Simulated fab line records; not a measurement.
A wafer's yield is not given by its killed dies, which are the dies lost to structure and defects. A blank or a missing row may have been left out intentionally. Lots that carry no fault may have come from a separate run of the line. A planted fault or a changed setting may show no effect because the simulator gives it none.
8D (eight disciplines) problem report, filled in by code | flow n5 finfet | the parts of the form that need people (team, actions taken, sign-off) are left out

## 1. WHAT IS WRONG
run length s at N5_MOL_CONTACT_COAG_ALD_27 reads a mean of 2119.1 s on 1 wafer of 1 lot; wafers without a fault read 2769.6 s with a standard deviation of 0.54. That is -99 or more standard deviations from the usual mean.
The step: deposits SiOC, target thk 17 nm, pulse time 1.5 s, time 2720 s.
First observed at day 7 12:10: wafer L231.1, on ald sin-01. The record has a number at this step for 27 wafers belonging to 9 lots. Rule for "out", or "out of limits": more than 4 standard deviations from the usual mean. The rest of the wafers with a number are treated as sound.

## 2. WHAT THIS IS AND IS NOT
question                    | is               | is not
which readings at this step | run length s     | heater power w, precursor pulse height rel
which lots                  | L231             | L221, L225, L226, L229, L241, L242, L243, L244
which wafers of those lots  | L231.1           | L231.2, L231.5
read on which tools         | ald sin-01       | ald sin-02, ald sin-04
when                        | from day 7 12:10 | up to then (14 sound wafers); but 12 sound wafers of L241, L242, L243, L244 came after

## 3. WHAT RULES OUT EACH SUSPECT
Counting: if a tool at a process step up to the reading ran every lot that is out, it stays a suspect. Sound lots after the first of them don't rule it out here, since some wafers of a struck lot are sound.
- rie diel-06 at N5_MOL_CONTACT_COAG_ETCH_59 (etches underlayer in N2/H2, target depth 13 nm, time 10.4 s): kept. It ran the lot that is out, L231 (day 7 05:58).
- pvd sputter-01 at N5_MOL_CONTACT_COAG_PRE_CLEAN_141 (time 60 s): kept. The lot that is out, L231, ran on it at day 7 08:52; the last sound lot it ran before that was L229, at day 6 21:33.
- pvd sputter-03 at N5_MOL_CONTACT_COAG_PRE_CLEAN_142 (time 60 s): kept. The lot that is out, L231, ran on it at day 7 11:05; the last sound lot it ran before that was L226, at day 6 13:55.
- ald sin-01 at N5_MOL_CONTACT_COAG_ALD_27 (deposits SiOC, target thk 17 nm, pulse time 1.5 s, time 2720 s): kept. The lot that is out, L231, ran on it at day 7 12:10; the last sound lot it ran before that was L229, at day 7 01:19. Its own readings are out on those wafers: run length s.
- Within rie diel-06 at N5_MOL_CONTACT_COAG_ETCH_59: the wafers that are out ran in chamber 1; their sound lot-mates ran in chambers 0, 3.
- At N5_MOL_CONTACT_COAG_ALD_27 on ald sin-01, chamber 3 took the sound wafers of the same lots and chamber 0 took the wafers that are out.
Left after counting: rie diel-06 at N5_MOL_CONTACT_COAG_ETCH_59, pvd sputter-01 at N5_MOL_CONTACT_COAG_PRE_CLEAN_141, pvd sputter-03 at N5_MOL_CONTACT_COAG_PRE_CLEAN_142, ald sin-01 at N5_MOL_CONTACT_COAG_ALD_27.

## 4. THE CAUSE (what the simulator had put in)
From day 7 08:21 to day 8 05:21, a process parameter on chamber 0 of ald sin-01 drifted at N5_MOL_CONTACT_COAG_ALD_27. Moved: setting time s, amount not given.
After counting, 4 suspects remain, this tool included.

## 5. SEQUENCE OF EFFECTS, ordered by route
Each row: a reading where the mean over the struck wafers with a number is more than 3 standard deviations away from the usual. Only readings for which the record gives a usual standard deviation are gone through. hours: the time from each lot's start at the first step in this table that gives one to its start at this step, as a median over the lots. sigmas: the change in usual standard deviations.
hours | step                       | reading      | usual    | on struck wafers | change | sigmas
0     | N5_MOL_CONTACT_COAG_ALD_27 | run length s | 2769.6 s | 2119.1           | -650.5 | -99 or more
Its process steps:
- N5_MOL_CONTACT_COAG_ALD_27: deposits SiOC, target thk 17 nm, pulse time 1.5 s, time 2720 s.
Later measuring or inspecting steps at which every struck wafer that the step has a row for has a number for every such reading, and none has moved that far: N5_BEOL_M4_RC_MEAS_101.

## 6. HOW IT WOULD HAVE BEEN CAUGHT EARLIER
In this record no reading fell out of limits until day 7 12:10, 4 hours after the fault had begun at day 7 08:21.
